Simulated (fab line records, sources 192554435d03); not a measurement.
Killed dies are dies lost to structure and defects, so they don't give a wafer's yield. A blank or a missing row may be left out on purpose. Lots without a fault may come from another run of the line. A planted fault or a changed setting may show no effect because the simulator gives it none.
fab line records | flow n5_finfet
record lots=7 wafers=21
route steps=1938 shown SDB@365 GATE_CUT@484 MOL_CONTACT_COAG@615 BEOL_M0_SAQP@646
start_h: hours from the record's first day to the start of the lot's first wafer shown | wait_h: hours since the lot's step before | " the same as in the row above | L1.1+2: a row that stands for several wafers | - no value, or no start given | * or withheld: withheld | < > ~ a bound
route shown NAME@n: a module of which the file shows steps, and the number in the route of the first | usual: mean/standard deviation of fault-free wafers | same: alike in all rows | chamber/n: place in a boat | sites: the reading at each site | _std_site: their standard deviation | _edge_site: outer sites' mean less inner sites' | radius_mm: how far each site lies from the wafer's centre | mask NAME#n: copy n | behind: the tool/chamber that last shaped the wafer | hold: why the lot was held/for how many hours/how that ended | device: the transistor (n, p or np) that didn't switch | end of line: the same wafers' tests at the end of the route | a step without rows: its recipe alone | killed: dies lost to structure and defects at the first sort, not the wafer's yield | map: a wafer's dies, x killed, . not, _ none there
set.NAME: the setting as run; set.NAME@STEP: as run at that earlier step | model.NAME: the simulator's own value behind a step, which no gauge read
lots whose settings were changed on purpose; a table a step, a row a wafer
## steps
# step N5_SDB_STRIP_22
# recipe chemistry=N2/H2 power_w=1000 temp_c=250 h2_frac=0.65 overash_fraction=0.3 pressure_mtorr=withheld n2_flow_sccm=1750 h2_flow_sccm=3250
# usual oes_product_au=0.714/0.0044 strip_time_to_endpoint_s=96.3/0.45
# columns lot.wafer tool chamber start_h wait_h set.power_w oes_product_au strip_time_to_endpoint_s
L074.2 plasma_asher-01 1 64.45 0.1 879.5 0.689 101.2
L074.3 " 0 " " 1000 0.710 95.7
L074.4 " 1 " " 1000 0.709 96.4
L075.4 plasma_asher-02 1 77.73 0.1 1000 0.720 96.0
L075.5 " 1 " " 1000 0.710 95.7
L075.6 " 0 " " 1000 0.711 95.7
L078.1 plasma_asher-02 1 91.88 0.1 1000 0.710 96.6
L078.2 " 0 " " 909.4 0.687 100.8
L078.5 " 0 " " 1000 0.713 96.6
L080.2 plasma_asher-01 1 102.71 0.3 1171 0.748 89.3
L080.5 " 0 " " 1171 0.746 89.8
L080.6 " 1 " " 1000 0.705 95.7
L086.2 plasma_asher-01 1 138.75 0.1 1000 0.722 96.5
L086.3 " 1 " " 1000 0.710 96.4
L086.5 " 1 " " 1000 0.717 96.2
L092.1 plasma_asher-02 1 172.18 0.1 1000 0.718 96.4
L092.5 " 0 " " 1000 0.718 96.5
L092.6 " 1 " " 915.1 0.701 99.7
L093.1 plasma_asher-01 0 178.83 0.1 1000 0.716 96.1
L093.2 " 1 " " 1073 0.722 92.8
L093.6 " 0 " " 1000 0.716 95.8
# step N5_SDB_CUT_ETCH_26
# recipe chemistry=HBr/Cl2/O2 target=Si target_depth_a=1296 bt_time_s=20 mask_material=SiNx time_s=51.8 ion_energy_ev=* bias_w=* pressure_mtorr=10 icp_w=800 HBr_flow_sccm=150 Cl2_flow_sccm=80 O2_flow_sccm=12
# columns lot.wafer tool chamber start_h wait_h set.icp_w model.SDB.feature_depth_nm model.etch.depth_nm
L074.2 rie_si-06 2 64.98 0.1 800 132.4 132.4
L074.3 " 1 " " 800 132.8 132.8
L074.4 " 0 " " 800 132 132.1
L075.4 rie_si-05 1 78.42 0.1 800 130.2 130.2
L075.5 " 2 " " 800 128 128
L075.6 " 3 " " 800 128.4 128.4
L078.1 rie_si-06 1 92.18 0.1 800 132.8 132.8
L078.2 " 2 " " 800 133.6 133.7
L078.5 " 3 " " 681.7 120 120
L080.2 rie_si-05 1 103.01 0.1 725 123.8 123.7
L080.5 " 1 " " 800 129.4 129.5
L080.6 " 0 " " 800 131.2 131.3
L086.2 rie_si-06 1 139.29 0.1 800 132.8 132.7
L086.3 " 2 " " 800 133.4 133.4
L086.5 " 1 " " 800 131.8 131.9
L092.1 rie_si-02 2 173.17 0.1 800 127.6 127.6
L092.5 " 1 " " 836.5 135.4 135.4
L092.6 " 0 " " 800 129.6 129.7
L093.1 rie_si-02 2 179.13 0.1 800 127 127
L093.2 " 1 " " 800 131.4 131.3
L093.6 " 0 " " 800 128.6 128.5
# step N5_GATE_CUT_EXPOSE_10
# recipe mask_id=GATE_CUT na=0.33 source_shape=annular sigma_inner=0.35 sigma_outer=0.8 polarization=unpolarized target_cd_nm=20 dose_mj=43.25
# columns lot.wafer tool chamber start_h wait_h mask set.dose_mj
L074.2+3+4 euv_scanner-02 0 81.80 - GATE_CUT#0 43.25
L075.4+6 euv_scanner-01 0 95.71 - GATE_CUT#0 43.25
L075.5 " 0 " " GATE_CUT#0 45.37
L078.1+2+5 euv_scanner-02 0 108.79 - GATE_CUT#0 43.25
L080.2+5+6 euv_scanner-02 0 119.51 - GATE_CUT#0 43.25
L086.2+3+5 euv_scanner-02 0 156.88 - GATE_CUT#0 43.25
L092.1+5 euv_scanner-01 0 190.08 - GATE_CUT#0 43.25
L092.6 " 0 " " GATE_CUT#0 41.97
L093.1+2+6 euv_scanner-02 0 196.64 - GATE_CUT#0 43.25
# step N5_GATE_CUT_DESCUM_18
# recipe chemistry=O2 time_s=7 source_power_w=50 bias_power_w=20 pressure_mtorr=20 rf_frequency_hz=2.712e+07 temp_c=40 resist=CAR-EUV o2_flow_sccm=225
# columns lot.wafer tool chamber start_h wait_h set.time_s set.dose_mj@GATE_CUT_EXPOSE_10 model.CAR-EUV_of_GATE_CUT_COAT_07.thk_nm model.GATE_CUT.cd_nm
L074.2 rie_diel-02 2 82.05 0.0 7 43.25 26 20.2
L074.3 " 3 " " 7 43.25 26 20
L074.4 " 1 " " 8.152 43.25 25.6 20.4
L075.4 rie_diel-02 0 95.96 0.0 7 43.25 26.2 20.2
L075.5 " 2 " " 7 45.37 26 21.2
L075.6 " 3 " " 7 43.25 26 19.8
L078.1 rie_diel-05 3 109.07 0.1 7 43.25 26 20
L078.2 " 2 " " 5.821 43.25 26.6 19.8
L078.5 " 0 " " 5.821 43.25 26.6 19.6
L080.2 rie_diel-06 1 119.75 0.0 7 43.25 26 20.2
L080.5 " 0 " " 7 43.25 26.2 19.8
L080.6 " 1 " " 7 43.25 26 20
L086.2 rie_diel-06 2 157.18 0.1 7 43.25 26 20.2
L086.3+5 " 3,1 " " 7 43.25 26 20
L092.1 rie_diel-06 0 190.55 0.2 7.695 43.25 25.6 20
L092.5 " 3 " " 7 43.25 26 19.8
L092.6 " 0 " " 7.695 41.97 25.8 19.2
L093.1 rie_diel-02 1 197.08 0.2 8.403 43.25 25.4 20
L093.2 " 3 " " 7 43.25 26 19.6
L093.6 " 3 " " 7 43.25 26.2 19.8
# step N5_GATE_CUT_ETCH_28
# recipe chemistry=N2/H2 target=underlayer target_depth_a=130 mask_material=CAR-EUV time_s=10.4 ion_energy_ev=200 pressure_mtorr=30 source_w=840 bias_w=150 n2_flow_sccm=200 h2_flow_sccm=200 ends=cleared
# columns lot.wafer tool chamber start_h wait_h set.dose_mj@GATE_CUT_EXPOSE_10 set.time_s@GATE_CUT_DESCUM_18 model.CAR-EUV_of_GATE_CUT_COAT_07.thk_nm model.GATE_CUT.cd_nm
L074.2+3 rie_diel-02 2,3 82.08 0.0 43.25 7 14.6 20
L074.4 " 1 " " 43.25 8.152 14 20.4
L075.4 rie_diel-02 0 95.99 0.0 43.25 7 14.8 20.2
L075.5 " 2 " " 45.37 7 14.4 21
L075.6 " 3 " " 43.25 7 14.6 19.8
L078.1 rie_diel-05 3 109.10 0.0 43.25 7 14.6 19.8
L078.2 " 2 " " 43.25 5.821 15 19.8
L078.5 " 0 " " 43.25 5.821 15.2 19.8
L080.2 rie_diel-06 1 119.79 0.0 43.25 7 14.4 20
L080.5 " 0 " " 43.25 7 14.6 19.8
L080.6 " 1 " " 43.25 7 14.4 19.8
L086.2 rie_diel-06 2 157.21 0.0 43.25 7 14.6 20.2
L086.3+5 " 3,1 " " 43.25 7 14.6 20
L092.1 rie_diel-06 0 190.58 0.0 43.25 7.695 14.2 20
L092.5 " 3 " " 43.25 7 14.6 19.8
L092.6 " 0 " " 41.97 7.695 14.4 19.2
L093.1 rie_diel-02 1 197.11 0.0 43.25 8.403 13.8 19.8
L093.2 " 3 " " 43.25 7 14.6 19.8
L093.6 " 3 " " 43.25 7 14.8 19.8
# step N5_GATE_CUT_ETCH_36
# recipe chemistry=CF4 target=SiARC target_depth_a=130 mask_material=CAR-EUV time_s=21.7 ion_energy_ev=80 pressure_mtorr=40 source_w=545 bias_w=36 Ar_flow_sccm=100 cf4_flow_sccm=100 ends=cleared
# columns lot.wafer tool chamber start_h wait_h set.time_s@GATE_CUT_DESCUM_18 model.CAR-EUV_of_GATE_CUT_COAT_07.thk_nm
L074.2 rie_diel-02 2 82.10 0.0 7 6.8
L074.3 " 3 " " 7 7
L074.4 " 1 " " 8.152 6.4
L075.4+6 rie_diel-02 0,3 96.01 0.0 7 7
L075.5 " 2 " " 7 6.8
L078.1 rie_diel-05 3 109.12 0.0 7 6.8
L078.2 " 2 " " 5.821 7.2
L078.5 " 0 " " 5.821 7.4
L080.2+6 rie_diel-06 1 119.81 0.0 7 6.8
L080.5 " 0 " " 7 7
L086.2+3+5 rie_diel-06 2,3,1 157.23 0.0 7 7
L092.1+6 rie_diel-06 0 190.60 0.0 7.695 6.6
L092.5 " 3 " " 7 7
L093.1 rie_diel-02 1 197.13 0.0 8.403 6.2
L093.2+6 " 3 " " 7 7
# step N5_GATE_CUT_ETCH_37
# recipe chemistry=N2/H2 target=SOC target_depth_a=600 overetch_a=120 mask_material=SiARC temp_c=40 time_s=90 ion_energy_ev=200 pressure_mtorr=30 source_w=840 bias_w=150 n2_flow_sccm=200 h2_flow_sccm=200
# columns lot.wafer tool chamber start_h wait_h set.dose_mj@GATE_CUT_EXPOSE_10 model.GATE_CUT.cd_nm
L074.2 rie_diel-02 2 82.13 0.0 43.25 20.2
L074.3 " 3 " " 43.25 20
L074.4 " 1 " " 43.25 20.4
L075.4 rie_diel-02 0 96.06 0.0 43.25 20.4
L075.5 " 2 " " 45.37 21.2
L075.6 " 3 " " 43.25 20.2
L078.1+2+5 rie_diel-05 3,2,0 109.15 0.0 43.25 19.6
L080.2+6 rie_diel-06 1 119.83 0.0 43.25 19.8
L080.5 " 0 " " 43.25 19.6
L086.2 rie_diel-06 2 157.26 0.0 43.25 20.2
L086.3 " 3 " " 43.25 20
L086.5 " 1 " " 43.25 19.8
L092.1+5 rie_diel-06 0,3 190.63 0.0 43.25 19.8
L092.6 " 0 " " 41.97 19.2
L093.1+2 rie_diel-02 1,3 197.16 0.0 43.25 19.8
L093.6 " 3 " " 43.25 20
# step N5_GATE_CUT_STRIP_38
# recipe chemistry=N2/H2 temp_c=40 n2_flow_sccm=200 h2_flow_sccm=200 rf_frequency_hz=6e+07
# step N5_GATE_CUT_STRIP_39
# recipe chemistry=N2/H2 temp_c=40 n2_flow_sccm=200 h2_flow_sccm=200 rf_frequency_hz=6e+07
# step N5_GATE_CUT_STRIP_41
# recipe chemistry=CF4 resist=SiARC power_w=300 bias_power_w=75 pressure_mtorr=50 cf4_flow_sccm=150 rf_frequency_hz=6e+07
# step N5_GATE_CUT_STRIP_42
# recipe chemistry=O2 power_w=400 temp_c=40 pressure_mtorr=30 rf_frequency_hz=6e+07 bias_power_w=0 overash_fraction=0.3 o2_flow_sccm=225
# step N5_GATE_CUT_ETCH_19
# recipe chemistry=CH3F/O2 target=SiNx mask_material=SiO2 target_depth_a=537 time_s=76.7 pressure_mtorr=30 source_w=395 bias_w=73 Ar_flow_sccm=150 CH3F_flow_sccm=30 O2_flow_sccm=20 ion_energy_ev=120 ends=cleared
# columns lot.wafer tool chamber start_h wait_h set.dose_mj@GATE_CUT_EXPOSE_10 model.GATE_CUT.cd_nm
L074.2 rie_diel-02 2 82.33 0.0 43.25 20.4
L074.3 " 3 " " 43.25 20.2
L074.4 " 1 " " 43.25 20.6
L075.4+6 rie_diel-02 0,3 96.27 0.0 43.25 20.4
L075.5 " 2 " " 45.37 21.4
L078.1 rie_diel-05 3 109.35 0.0 43.25 19.6
L078.2 " 2 " " 43.25 19.8
L078.5 " 0 " " 43.25 19.4
L080.2 rie_diel-06 1 120.04 0.0 43.25 20
L080.5+6 " 0,1 " " 43.25 19.8
L086.2 rie_diel-06 2 157.46 0.0 43.25 20.2
L086.3 " 3 " " 43.25 19.8
L086.5 " 1 " " 43.25 20
L092.1+5 rie_diel-06 0,3 190.83 0.0 43.25 20
L092.6 " 0 " " 41.97 19.4
L093.1 rie_diel-02 1 197.36 0.0 43.25 19.8
L093.2+6 " 3 " " 43.25 20
# step N5_MOL_CONTACT_COAG_VIA_ETCH_117
# recipe chemistry=C4F6/O2 target_depth_a=400 overetch_a=80 mask_material=SOC target=SiO2 bias_w=455 pressure_mtorr=10 time_s=26 source_w=325 Ar_flow_sccm=300 C4F6_flow_sccm=10 O2_flow_sccm=10 ion_energy_ev=575.3 ends=end_point
# usual rf_vpp_V=1569/22
# columns lot.wafer tool chamber start_h wait_h set.bias_w rf_vpp_V
L074.2 rie_diel-04 2 101.73 0.0 455 1574
L074.3 " 3 " " 455 1582
L074.4 " 0 " " 455 1552
L075.4 rie_diel-01 1 110.30 0.0 526.4 1786
L075.5 " 2 " " 455 1570
L075.6 " 1 " " 526.4 1787
L078.1 rie_diel-04 0 124.52 0.0 455 1551
L078.2 " 3 " " 382.1 1387
L078.5 " 3 " " 455 1582
L080.2 rie_diel-01 1 139.35 0.0 455 1603
L080.5 " 1 " " 384.8 1414
L080.6 " 3 " " 384.8 1361
L086.2 rie_diel-04 2 174.58 0.0 455 1574
L086.3 " 3 " " 455 1582
L086.5 " 2 " " 455 1574
L092.1 rie_diel-04 0 207.39 0.0 455 1552
L092.5 " 0 " " 399.3 1407
L092.6 " 3 " " 399.3 1435
L093.1 rie_diel-03 0 213.57 0.0 455 1582
L093.2 " 2 " " 521.9 1720
L093.6 " 0 " " 521.9 1752
# step N5_BEOL_M0_SAQP_EXPOSE_11
# recipe mask_id=M0_CORE na=1.35 source_shape=dipole sigma_inner=0.538 sigma_outer=0.738 polarization=te target_cd_nm=42 dose_mj=55
# columns lot.wafer tool chamber start_h wait_h mask set.dose_mj
L074.2+3+4 arfi_scanner-01 0 108.02 - M0_CORE#0 55
L075.4+5 arfi_scanner-01 0 115.85 - M0_CORE#0 55
L075.6 " 0 " " M0_CORE#0 52.62
L078.1 arfi_scanner-01 0 130.44 - M0_CORE#0 55
L078.2+5 " 0 " " M0_CORE#0 56.83
L080.2 arfi_scanner-03 0 148.13 - M0_CORE#0 55
L080.5+6 " 0 " " M0_CORE#0 52.36
L086.2+3+5 arfi_scanner-02 0 182.40 - M0_CORE#0 55
L092.1+5+6 arfi_scanner-03 0 213.52 - M0_CORE#0 55
L093.1+2+6 arfi_scanner-02 0 219.38 - M0_CORE#0 55
# step N5_BEOL_M0_SAQP_PEB_12
# recipe peb_temp_c=withheld peb_time_s=60 resist=CAR-ArF
# columns lot.wafer tool chamber start_h wait_h set.peb_time_s
L074.2 litho_track-02 0 108.08 0.0 60
L074.3+4 " 0 " " 51.98
L075.4+5 litho_track-04 0 115.90 0.0 53.64
L075.6 " 0 " " 60
L078.1+5 litho_track-03 0 130.49 0.1 60
L078.2 " 0 " " 73.24
L080.2+5 litho_track-02 0 148.19 0.0 60
L080.6 " 0 " " 51.08
L086.2+3+5 litho_track-04 0 182.46 0.0 60
L092.1+6 litho_track-04 0 213.58 0.1 63.71
L092.5 " 0 " " 60
L093.1+2 litho_track-02 0 219.44 0.1 54.37
L093.6 " 0 " " 60
# step N5_BEOL_M0_SAQP_DEVELOP_13
# recipe develop_time_s=30 developer=TMAH resist=CAR-ArF dev_temp_c=23 rinse_liquid=diw dry=air_spin
# step N5_BEOL_M0_SAQP_CD_MEAS_14
# recipe target_cd_nm=42.5 landing_energy_ev=500 detector=se_inlens
# usual cd_nm=42.4/0.38
# columns lot.wafer tool chamber start_h wait_h set.dose_mj@BEOL_M0_SAQP_EXPOSE_11 set.peb_time_s@BEOL_M0_SAQP_PEB_12 cd_nm
L074.2 cd_sem-03 0 108.14 - 55 60 42.0
L074.3 " 0 " " 55 51.98 44.7
L074.4 " 0 " " 55 51.98 44.8
L075.4 cd_sem-02 0 115.96 - 55 53.64 44.6
L075.5 " 0 " " 55 53.64 44.8
L075.6 " 0 " " 52.62 60 44.3
L078.1 cd_sem-01 0 130.56 - 55 60 42.4
L078.2 " 0 " " 56.83 73.24 38.3
L078.5 " 0 " " 56.83 60 41.3
L080.2 cd_sem-01 0 148.26 - 55 60 41.9
L080.5 " 0 " " 52.36 60 43.8
L080.6 " 0 " " 52.36 51.08 46.4
L086.2 cd_sem-03 0 182.53 - 55 60 43.0
L086.3 " 0 " " 55 60 42.6
L086.5 " 0 " " 55 60 42.9
L092.1 cd_sem-01 0 213.65 - 55 63.71 42.3
L092.5 " 0 " " 55 60 42.7
L092.6 " 0 " " 55 63.71 41.5
L093.1 cd_sem-02 0 219.50 - 55 54.37 44.1
L093.2 " 0 " " 55 54.37 44.5
L093.6 " 0 " " 55 60 42.7
# step N5_BEOL_M0_SAQP_COAT_87
# recipe resist=underlayer temp_c=205 time_s=60 spin_rpm=1500 resist_thk_nm=5
# columns lot.wafer tool chamber start_h wait_h set.spin_rpm
L074.2+4 litho_track-04 0 - - 1391
L074.3 " 0 " " 1500
L075.4+5+6 litho_track-02 0 - - 1500
L078.1 litho_track-03 0 - - 1500
L078.2+5 " 0 " " 1419
L080.2+6 litho_track-02 0 - - 1500
L080.5 " 0 " " 1570
L086.2+3+5 litho_track-03 0 - - 1500
L092.1+5 litho_track-04 0 - - 1500
L092.6 " 0 " " 1542
L093.1+2+6 litho_track-02 0 - - 1500
## key
split step=N5_SDB_STRIP_22 setting=power_w stated=1000 by=wafer
response step=N5_SDB_STRIP_22 reading=oes_product_au change=+0.00214 per=1% r=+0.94
response step=N5_SDB_STRIP_22 reading=strip_time_to_endpoint_s change=* per=1% r=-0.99
split step=N5_SDB_CUT_ETCH_26 setting=icp_w stated=800 by=wafer
response step=N5_SDB_CUT_ETCH_26 reading=model.SDB.feature_depth_nm change=+0.877 per=1% r=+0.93
response step=N5_SDB_CUT_ETCH_26 reading=model.etch.depth_nm change=+0.879 per=1% r=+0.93
split step=N5_GATE_CUT_EXPOSE_10 setting=dose_mj stated=43.25 by=wafer
response step=N5_GATE_CUT_DESCUM_18 reading=model.GATE_CUT.cd_nm change=+0.243 per=1% r=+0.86
response step=N5_GATE_CUT_ETCH_28 reading=model.GATE_CUT.cd_nm change=+0.213 per=1% r=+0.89
response step=N5_GATE_CUT_ETCH_37 reading=model.GATE_CUT.cd_nm change=+0.189 per=1% r=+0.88
response step=N5_GATE_CUT_ETCH_19 reading=model.GATE_CUT.cd_nm change=+0.204 per=1% r=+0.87
split step=N5_GATE_CUT_DESCUM_18 setting=time_s stated=7 by=wafer
response step=N5_GATE_CUT_DESCUM_18 reading=model.CAR-EUV_of_GATE_CUT_COAT_07.thk_nm change=-0.0319 per=1% r=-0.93
response step=N5_GATE_CUT_ETCH_28 reading=model.CAR-EUV_of_GATE_CUT_COAT_07.thk_nm change=-0.0373 per=1% r=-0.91
response step=N5_GATE_CUT_ETCH_36 reading=model.CAR-EUV_of_GATE_CUT_COAT_07.thk_nm change=-0.0348 per=1% r=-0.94
split step=N5_MOL_CONTACT_COAG_VIA_ETCH_117 setting=bias_w stated=455 by=wafer
response step=N5_MOL_CONTACT_COAG_VIA_ETCH_117 reading=rf_vpp_V change=+12.2 per=1% r=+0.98
split step=N5_BEOL_M0_SAQP_EXPOSE_11 setting=dose_mj stated=55 by=wafer
response step=N5_BEOL_M0_SAQP_CD_MEAS_14 reading=cd_nm slope=-0.347 per=1% together_with=peb_time_s@BEOL_M0_SAQP_PEB_12 explained=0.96
split step=N5_BEOL_M0_SAQP_PEB_12 setting=peb_time_s stated=60 by=wafer
response step=N5_BEOL_M0_SAQP_CD_MEAS_14 reading=cd_nm change=-0.171 per=1% r=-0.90
split step=N5_BEOL_M0_SAQP_COAT_87 setting=spin_rpm stated=1500 by=wafer
response none in this file
